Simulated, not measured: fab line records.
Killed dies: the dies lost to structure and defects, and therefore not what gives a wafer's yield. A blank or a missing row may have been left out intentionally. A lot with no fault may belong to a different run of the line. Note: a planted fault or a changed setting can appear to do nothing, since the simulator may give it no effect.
Split-lot study :: flow n5 finfet :: route with 1938 steps; 7 lots, 21 wafers read

## SPLIT DETAILS
At N5_BEOL_M7_COAT_05 (resist thk 90 nm), the setting spin rpm was moved away from the recipe's 1500 rpm on 5 of the 21 wafers read, by -6.3% to +10.1%. This setting was run at the recipe's value on the other wafers.

## FROM THE SPLIT TO THE READING: what the file shows between them, 3 steps
- N5_BEOL_M7_EBR_07
- N5_BEOL_M7_SOFTBAKE_06: time 60 s
- N5_BEOL_M7_DESCUM_16: chemistry O2, time 7.9 s

## THE READING
CAR-ArF_of_BEOL_M7_COAT_05.thk nm (the simulator's own value, which no gauge read), in nm, at N5_BEOL_M7_ETCH_61 (etches SiARC in CF4, target depth 45.5 nm, time 75.8 s). The file gives no usual value for it. Average 50.9 nm, standard deviation 0.26 nm, over the 16 wafers here run with the recipe.

wafer: L075.2
tool, chamber at the split: litho track-05, 0
spin rpm as run, rpm: 1500
against the recipe: recipe
CAR-ArF_of_BEOL_M7_COAT_05.thk nm, nm: 51.2
against lot-mates on the recipe: -

wafer: L075.3
tool, chamber at the split: litho track-05, 0
spin rpm as run, rpm: 1500
against the recipe: recipe
CAR-ArF_of_BEOL_M7_COAT_05.thk nm, nm: 51.2
against lot-mates on the recipe: -

wafer: L075.6
tool, chamber at the split: litho track-05, 0
spin rpm as run, rpm: 1500
against the recipe: recipe
CAR-ArF_of_BEOL_M7_COAT_05.thk nm, nm: 51.2
against lot-mates on the recipe: -

wafer: L076.1
tool, chamber at the split: litho track-05, 0
spin rpm as run, rpm: 1500
against the recipe: recipe
CAR-ArF_of_BEOL_M7_COAT_05.thk nm, nm: 50.8
against lot-mates on the recipe: -

wafer: L076.3
tool, chamber at the split: litho track-05, 0
spin rpm as run, rpm: 1500
against the recipe: recipe
CAR-ArF_of_BEOL_M7_COAT_05.thk nm, nm: 50.8
against lot-mates on the recipe: -

wafer: L076.2
tool, chamber at the split: litho track-05, 0
spin rpm as run, rpm: 1500
against the recipe: recipe
CAR-ArF_of_BEOL_M7_COAT_05.thk nm, nm: 51
against lot-mates on the recipe: -

wafer: L077.1
tool, chamber at the split: litho track-03, 0
spin rpm as run, rpm: 1652
against the recipe: +10.1%
CAR-ArF_of_BEOL_M7_COAT_05.thk nm, nm: 46.8
against lot-mates on the recipe: -4.2

wafer: L077.3
tool, chamber at the split: litho track-03, 0
spin rpm as run, rpm: 1652
against the recipe: +10.1%
CAR-ArF_of_BEOL_M7_COAT_05.thk nm, nm: 46.8
against lot-mates on the recipe: -4.2

wafer: L077.2
tool, chamber at the split: litho track-03, 0
spin rpm as run, rpm: 1500
against the recipe: recipe
CAR-ArF_of_BEOL_M7_COAT_05.thk nm, nm: 51
against lot-mates on the recipe: -

wafer: L083.3
tool, chamber at the split: litho track-03, 0
spin rpm as run, rpm: 1553
against the recipe: +3.5%
CAR-ArF_of_BEOL_M7_COAT_05.thk nm, nm: 48.6
against lot-mates on the recipe: -1.9

wafer: L083.4
tool, chamber at the split: litho track-03, 0
spin rpm as run, rpm: 1500
against the recipe: recipe
CAR-ArF_of_BEOL_M7_COAT_05.thk nm, nm: 50.6
against lot-mates on the recipe: -

wafer: L083.5
tool, chamber at the split: litho track-03, 0
spin rpm as run, rpm: 1500
against the recipe: recipe
CAR-ArF_of_BEOL_M7_COAT_05.thk nm, nm: 50.4
against lot-mates on the recipe: -

wafer: L085.2
tool, chamber at the split: litho track-03, 0
spin rpm as run, rpm: 1500
against the recipe: recipe
CAR-ArF_of_BEOL_M7_COAT_05.thk nm, nm: 50.6
against lot-mates on the recipe: -

wafer: L085.4
tool, chamber at the split: litho track-03, 0
spin rpm as run, rpm: 1500
against the recipe: recipe
CAR-ArF_of_BEOL_M7_COAT_05.thk nm, nm: 50.6
against lot-mates on the recipe: -

wafer: L085.6
tool, chamber at the split: litho track-03, 0
spin rpm as run, rpm: 1447
against the recipe: -3.5%
CAR-ArF_of_BEOL_M7_COAT_05.thk nm, nm: 52.2
against lot-mates on the recipe: +1.6

wafer: L092.1
tool, chamber at the split: litho track-05, 0
spin rpm as run, rpm: 1500
against the recipe: recipe
CAR-ArF_of_BEOL_M7_COAT_05.thk nm, nm: 51.2
against lot-mates on the recipe: -

wafer: L092.3
tool, chamber at the split: litho track-05, 0
spin rpm as run, rpm: 1500
against the recipe: recipe
CAR-ArF_of_BEOL_M7_COAT_05.thk nm, nm: 51
against lot-mates on the recipe: -

wafer: L092.6
tool, chamber at the split: litho track-05, 0
spin rpm as run, rpm: 1406
against the recipe: -6.3%
CAR-ArF_of_BEOL_M7_COAT_05.thk nm, nm: 54.4
against lot-mates on the recipe: +3.3

wafer: L096.3
tool, chamber at the split: litho track-05, 0
spin rpm as run, rpm: 1500
against the recipe: recipe
CAR-ArF_of_BEOL_M7_COAT_05.thk nm, nm: 51.2
against lot-mates on the recipe: -

wafer: L096.5
tool, chamber at the split: litho track-05, 0
spin rpm as run, rpm: 1500
against the recipe: recipe
CAR-ArF_of_BEOL_M7_COAT_05.thk nm, nm: 51.2
against lot-mates on the recipe: -

wafer: L096.4
tool, chamber at the split: litho track-05, 0
spin rpm as run, rpm: 1500
against the recipe: recipe
CAR-ArF_of_BEOL_M7_COAT_05.thk nm, nm: 51
against lot-mates on the recipe: -

FIT RESULTS
A straight line over all 21 wafers: CAR-ArF_of_BEOL_M7_COAT_05.thk nm changes by -0.439 nm for each +1% of spin rpm; r = -0.98; the points scatter about the line by 0.36 nm.
The same after taking each lot's own level away (the mean of its wafers on the recipe; 21 wafers): -0.44 nm for each +1%; r = -0.99; scatter 0.18 nm.
Per that fit: largest spin rpm move, reading shift of 4.5 nm.
Across the lots, their own levels run from 50.50 to 51.20 nm, a range of 2.7 times the standard deviation given above.
So the lot-to-lot level changes the slope little: the two slopes agree.
Check: with one of the wafers moved furthest among these (+10.1%) left out of the fit, the line predicts -4.57 nm for it against its lot-mates. It came out at -4.2 nm against them.

## OTHER SPLITS APPLIED TO THESE WAFERS
Note: prior to the reading, these wafers also went through further splits. Each is held against what the fit with the lots' levels taken away leaves over:
other split on the same wafers: N5_BEOL_M5_PECVD_70 time s
wafers away from the commonest value: 10
r with CAR-ArF_of_BEOL_M7_COAT_05.thk nm (lot level and that fit taken away): +0.06

other split on the same wafers: N5_BEOL_M5_COAT_60 spin rpm
wafers away from the commonest value: 7
r with CAR-ArF_of_BEOL_M7_COAT_05.thk nm (lot level and that fit taken away): +0.07

other split on the same wafers: N5_BEOL_M5_COAT_05 spin rpm
wafers away from the commonest value: 8
r with CAR-ArF_of_BEOL_M7_COAT_05.thk nm (lot level and that fit taken away): +0.39

other split on the same wafers: N5_BEOL_M6_COAT_71 spin rpm
wafers away from the commonest value: 8
r with CAR-ArF_of_BEOL_M7_COAT_05.thk nm (lot level and that fit taken away): +0.13

other split on the same wafers: N5_BEOL_M6_COAT_22 spin rpm
wafers away from the commonest value: 8
r with CAR-ArF_of_BEOL_M7_COAT_05.thk nm (lot level and that fit taken away): -0.16

other split on the same wafers: N5_BEOL_M7_HM_DEP_02 target thk a
wafers away from the commonest value: 11
r with CAR-ArF_of_BEOL_M7_COAT_05.thk nm (lot level and that fit taken away): +0.00

## THE WHOLE CHAIN: every reading that the file lists as answering this split, in the file's order
step: N5_BEOL_M7_COAT_05
what it does: resist thk 90 nm
reading: CAR-ArF_of_BEOL_M7_COAT_05.thk nm (the simulator's own value, which no gauge read)
change (the file's fit): -0.461 nm for each +1% of the setting
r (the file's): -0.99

step: N5_BEOL_M7_DESCUM_16
what it does: chemistry O2, time 7.9 s
reading: CAR-ArF_of_BEOL_M7_COAT_05.thk nm (the simulator's own value, which no gauge read)
change (the file's fit): -0.466 nm for each +1% of the setting
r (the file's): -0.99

step: N5_BEOL_M7_ETCH_61
what it does: etches SiARC in CF4, target depth 45.5 nm, time 75.8 s
reading: CAR-ArF_of_BEOL_M7_COAT_05.thk nm (the simulator's own value, which no gauge read)
change (the file's fit): -0.453 nm for each +1% of the setting
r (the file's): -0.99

## THE FILE'S OWN FIT
CAR-ArF_of_BEOL_M7_COAT_05.thk nm changes by -0.453 nm for each +1% of spin rpm, r = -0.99.
